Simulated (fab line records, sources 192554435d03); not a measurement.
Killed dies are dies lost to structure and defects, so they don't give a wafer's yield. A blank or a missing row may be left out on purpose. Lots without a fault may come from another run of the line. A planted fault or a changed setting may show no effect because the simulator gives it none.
Chamber matching | flow n5_finfet | N5_BEOL_M15_DEP_53 on pecvd-01: 3 sister chambers
The step deposits SiCN from 3MS/NH3, target thk 50 nm, time 17.8 s. 3 wafers are shown with their chamber, then 8 later ones without.

WAFERS WITH THEIR CHAMBER
wafer  | chamber | throttle_valve_pct (%)
L079.4 | 1       | 16.3
L087.1 | 2       | 17.8
L076.3 | 0       | 18.2

WAFERS WITHOUT THEIR CHAMBER
wafer  | throttle_valve_pct (%)
L076.4 | 17.7
L076.6 | 18.0
L095.2 | 16.1
L095.5 | 18.0
L095.6 | 16.5
L096.2 | 17.9
L096.5 | 16.0
L096.6 | 17.8

WHICH CHAMBER EACH WENT THROUGH
wafer  | from the rows above     | in truth
L076.4 | 2                       | 2
L076.6 | can't be placed: 0 or 2 | 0
L095.2 | 1                       | 1
L095.5 | can't be placed: 0 or 2 | 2
L095.6 | 1                       | 1
L096.2 | can't be placed: 2 or 0 | 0
L096.5 | 1                       | 1
L096.6 | 2                       | 2
Placed correctly: 5 of 8. Can't be placed from these rows: 3 (the true chamber is among the candidates in 3). Placed wrongly: 0.
How it was worked out, from the rows above alone: a wafer's distance from a chamber is the root of the sum, over the readings, of the square of ((its reading less the chamber's mean) divided by the reading's scatter). The wafer belongs to the nearest chamber; if the next one is less than 2 further off, it can't be placed. A chamber's mean is the mean of its shown wafers. The scatter: with one shown wafer a chamber, the root of the mean of the squares of how far each hidden wafer lies from its nearest shown one.
